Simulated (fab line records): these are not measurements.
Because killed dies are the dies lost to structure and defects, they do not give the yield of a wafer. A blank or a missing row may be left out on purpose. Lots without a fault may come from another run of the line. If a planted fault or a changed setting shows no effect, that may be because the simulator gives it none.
Chamber matching -- flow nand harc -- 4 sister chambers for NHARC_A_CONTACT_DESCUM_74 on rie diel-03
The step chemistry O2, time 3 s. 20 wafers are shown with their chamber, then 10 later ones without.

WAFERS WITH THEIR CHAMBER
wafer,chamber,showerhead plenum p Torr (Torr),drypump motor current A (A),rf vpp V (V)
L075.3,3,1.98,6.3,56.9
L075.5,0,1.80,5.4,58.1
L075.6,3,1.98,6.4,59.0
L082.1,0,1.80,5.4,56.4
L082.4,3,1.98,6.4,57.2
L082.5,1,2.04,5.6,58.3
L084.1,1,2.04,5.5,59.5
L084.4,3,1.98,6.4,57.5
L084.5,1,2.04,5.5,59.3
L083.2,0,1.80,5.4,58.0
L083.4,3,1.98,6.4,58.2
L083.5,0,1.80,5.4,56.3
L086.1,2,1.98,5.4,57.2
L086.2,3,1.97,6.3,58.0
L086.3,0,1.79,5.4,57.3
L087.4,2,1.98,5.4,58.2
L087.5,0,1.79,5.4,57.4
L087.6,3,1.97,6.3,57.9
L085.4,2,1.98,5.4,57.3
L085.5,2,1.98,5.4,57.7

SIGNATURES, as means of the wafers listed above
reading,chamber 0,chamber 1,chamber 2,chamber 3,scatter within a chamber
showerhead plenum p Torr,1.7967,2.0400,1.9800,1.9771,0.00415
drypump motor current A,5.400,5.533,5.400,6.357,0.0386
rf vpp V,57.250,59.033,57.600,57.814,0.675
Rule: a wafer's distance from a chamber is the root of the sum, over the readings, of the square of ((its reading less the chamber's mean) divided by the reading's scatter). If the next closest chamber is less than 2 further off than the closest, the wafer can't be placed; otherwise it belongs to the closest. The scatter: take each reading less its chamber's mean, square it, sum over the shown wafers, divide by the number of wafers less the number of chambers, and take the root.

WAFERS MISSING THEIR CHAMBER
wafer,showerhead plenum p Torr (Torr),drypump motor current A (A),rf vpp V (V)
L085.6,1.97,6.4,57.2
L093.1,1.79,5.4,56.0
L093.2,1.98,5.4,56.7
L093.3,2.03,5.5,59.5
L095.2,2.03,5.5,58.4
L095.4,1.98,5.4,59.3
L095.6,2.03,5.5,57.9
L094.1,1.79,5.4,57.8
L094.4,1.97,6.3,57.9
L094.6,1.97,5.4,58.3

WHICH CHAMBER EACH ONE RAN IN
wafer,from the rows above,in truth
L085.6,3,3
L093.1,0,0
L093.2,2,2
L093.3,1,1
L095.2,1,1
L095.4,2,2
L095.6,1,1
L094.1,0,0
L094.4,3,3
L094.6,2,2
10 of 10 placed correctly. Number that these rows cannot place: 0. Wrongly placed: 0.
